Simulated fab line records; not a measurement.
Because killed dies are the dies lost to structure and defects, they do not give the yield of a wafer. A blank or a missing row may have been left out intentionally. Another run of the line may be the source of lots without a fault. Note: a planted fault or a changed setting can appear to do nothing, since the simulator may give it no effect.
3 desks looking at one fault | flow nand_harc | numbers are kept per desk, each desk with only its own; the story behind them comes last

FOR THE TOOL OWNER'S DESK: rie_diel-11
The tool's own readings at NHARC_P_ZERO_WELL_ETCH_65 (etches the open film in N2/H2, target depth 80 nm, overetch 24 nm, time 87.88 s): means of the sampled wafers that have a number, for each lot that ran on this tool. Marked OUT: a lot whose mean sits more than 4 standard deviations from the usual mean, which makes it out of limits; the brackets give that distance.
Columns: A = chamber_pressure_mTorr at NHARC_P_ZERO_WELL_ETCH_65, usual 30.003 mTorr; B = drypump_motor_current_A at NHARC_P_ZERO_WELL_ETCH_65, usual 5.8 A; C = oes_product_au at NHARC_P_ZERO_WELL_ETCH_65, usual 0.998 a.u.; D = rf_vpp_V at NHARC_P_ZERO_WELL_ETCH_65, usual 432.0 V; E = showerhead_plenum_p_Torr at NHARC_P_ZERO_WELL_ETCH_65, usual 2.10 Torr; F = throttle_valve_pct at NHARC_P_ZERO_WELL_ETCH_65, usual 14.171 %
lot  | first seen here | A      | B   | C     | D     | E    | F
L960 | day 4 19:25     | 30.004 | 5.9 | 0.998 | 432.1 | 2.09 | 14.182
L964 | day 5 19:22     | 30.006 | 5.8 | 0.985 | 431.3 | 2.06 | 14.176
L966 | day 6 07:22     | 29.998 | 5.8 | 0.982 | 430.8 | 2.06 | 14.169
L967 | day 6 13:29     | 29.998 | 5.7 | 0.988 | 430.6 | 2.06 | 14.178
This desk's finding: nothing out of limits on any of the 4 lots.

THE DEFECT DESK
Per lot, the means of the sampled wafers with a number show what the inspections along the route counted. Marked OUT: a lot whose mean sits more than 4 standard deviations from the usual mean, which makes it out of limits; the brackets give that distance.
Columns: A = raw_defect_count at NHARC_P_ZERO_WELL_INSPECT_43, usual 15; B = raw_defect_count at NHARC_P_STI_INSPECT_11, usual 6.0
lot  | first seen here | A             | B
L948 | day 2 01:44     | 11            | 5.3
L949 | day 2 07:22     | 16            | 3.7
L951 | day 2 19:44     | 20            | 6.0
L952 | day 3 01:31     | 20            | 3.7
L953 | day 3 07:26     | 8             | 6.0
L960 | day 5 01:32     | 19            | 5.7
L962 | day 5 13:31     | 20            | 5.3
L964 | day 6 01:28     | 11            | 5.0
L966 | day 6 13:10     | 497 (+76) OUT | 496.3 (+99 or more) OUT
L967 | day 6 19:45     | 499 (+77) OUT | 488.0 (+99 or more) OUT
L968 | day 7 01:41     | 20            | 2.7
L969 | day 7 07:50     | 11            | 2.7
Finding of this desk: L966, L967 out of limits; the first was L966 at day 6 13:10, on raw_defect_count at NHARC_P_ZERO_WELL_INSPECT_43. In limits: L948, L949, L951, L952, L953, L960, L962, L964, L968, L969.

FROM THE METROLOGY DESK
What the gauges read for every lot (on any tool): the sampled wafers with a number, averaged. Marked OUT: a lot whose mean sits more than 4 standard deviations from the usual mean, which makes it out of limits; the brackets give that distance.
Columns: A = cd_nm at NHARC_P_GATE_CD_MEAS_46, usual 719.4 nm; B = cd_nm at NHARC_P_GATE_CD_MEAS_91, usual 1997.2 nm
lot  | first seen here | A     | B
L948 | day 5 09:58     | 720.4 | 1998.8
L951 | day 5 22:51     | 717.1 | 1997.4
L949 | day 5 23:13     | 717.0 | 1998.3
L953 | day 6 13:05     | 718.3 | 1997.1
L952 | day 6 16:01     | 718.7 | 1997.6
L960 | day 8 08:16     | 719.0 | 1996.3
L962 | day 8 16:11     | 720.1 | 1995.9
L964 | day 9 07:19     | 719.2 | 1997.0
L966 | day 9 23:14     | 722.0 | 1996.4
L967 | day 10 08:22    | 722.1 | 1996.1
L969 | day 10 14:13    | 719.0 | 1995.7
L968 | day 10 15:38    | 723.4 | 1997.2
This desk's finding: nothing out of limits on any of the 12 lots.

ALL TOGETHER
The defect desk could have raised an alarm at day 6 13:10, on L966, L967.
The desk of the tool owner found nothing out of limits.
From the metrology desk's view, nothing was out of limits.
Tool owner's desk: L966, L967 on record, inside its limits.
The metrology desk has L966, L967 on record, within its limits.
NHARC_P_ZERO_WELL_ETCH_65 was run on rie_diel-11 by each of the lots named.

WHAT THE SIMULATOR HAD INSERTED
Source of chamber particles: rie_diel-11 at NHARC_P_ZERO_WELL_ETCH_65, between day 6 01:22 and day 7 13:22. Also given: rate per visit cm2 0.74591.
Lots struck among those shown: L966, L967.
Hours from the fault's start to each desk's first reading out of limits: the defect desk, 12.
